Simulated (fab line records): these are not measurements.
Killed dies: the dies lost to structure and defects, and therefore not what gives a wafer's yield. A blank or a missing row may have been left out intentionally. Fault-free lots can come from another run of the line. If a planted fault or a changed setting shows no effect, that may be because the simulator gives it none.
Matching of chambers || flow n5Finfet || N5_BEOL_M8_CURE_75 on uvCure-01: 3 sister chambers
The step cures SiCOH lowk, time 120 s. 3 wafers are shown with their chamber, then 10 later ones without.

== WAFERS, EACH WITH ITS CHAMBER ==
{"wafer": "L087.6", "chamber": 1, "wafer_temp_C_max": 372.6}
{"wafer": "L089.5", "chamber": 0, "wafer_temp_C_max": 371.2}
{"wafer": "L090.5", "chamber": 2, "wafer_temp_C_max": 371.3}

== WAFERS WITH NO CHAMBER GIVEN ==
{"wafer": "L090.6", "wafer_temp_C_max": 371.6}
{"wafer": "L091.2", "wafer_temp_C_max": 371.0}
{"wafer": "L091.4", "wafer_temp_C_max": 371.1}
{"wafer": "L091.6", "wafer_temp_C_max": 371.5}
{"wafer": "L094.1", "wafer_temp_C_max": 371.4}
{"wafer": "L094.4", "wafer_temp_C_max": 371.1}
{"wafer": "L094.5", "wafer_temp_C_max": 371.1}
{"wafer": "L096.2", "wafer_temp_C_max": 371.8}
{"wafer": "L096.4", "wafer_temp_C_max": 371.7}
{"wafer": "L096.5", "wafer_temp_C_max": 371.3}

== WHICH CHAMBER EACH ONE RAN IN ==
{"wafer": "L090.6", "from the rows above": "can't be placed: 2 or 0", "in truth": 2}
{"wafer": "L091.2", "from the rows above": "can't be placed: 0 or 2", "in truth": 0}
{"wafer": "L091.4", "from the rows above": "can't be placed: 0 or 2", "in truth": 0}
{"wafer": "L091.6", "from the rows above": "can't be placed: 2 or 0", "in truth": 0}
{"wafer": "L094.1", "from the rows above": "can't be placed: 2 or 0", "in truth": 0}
{"wafer": "L094.4", "from the rows above": "can't be placed: 0 or 2", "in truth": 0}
{"wafer": "L094.5", "from the rows above": "can't be placed: 0 or 2", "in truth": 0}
{"wafer": "L096.2", "from the rows above": "can't be placed: 2 or 0 or 1", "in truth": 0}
{"wafer": "L096.4", "from the rows above": "can't be placed: 2 or 0", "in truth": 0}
{"wafer": "L096.5", "from the rows above": "can't be placed: 2 or 0", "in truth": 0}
Correct placement for 0 of the 10. These rows do not allow placing 10 (true chamber among the candidates in 10). Placed wrongly: 0.
How it was worked out, from the rows above alone: a wafer's distance from a chamber is the root of the sum, over the readings, of the square of ((its reading less the chamber's mean) divided by the reading's scatter). If the next closest chamber is less than 2 further off than the closest, the wafer can't be placed; otherwise it belongs to the closest. Each chamber's mean is taken over the wafers shown for it. The scatter: root of mean squared gap, hidden wafer to nearest shown wafer, with one shown wafer a chamber.
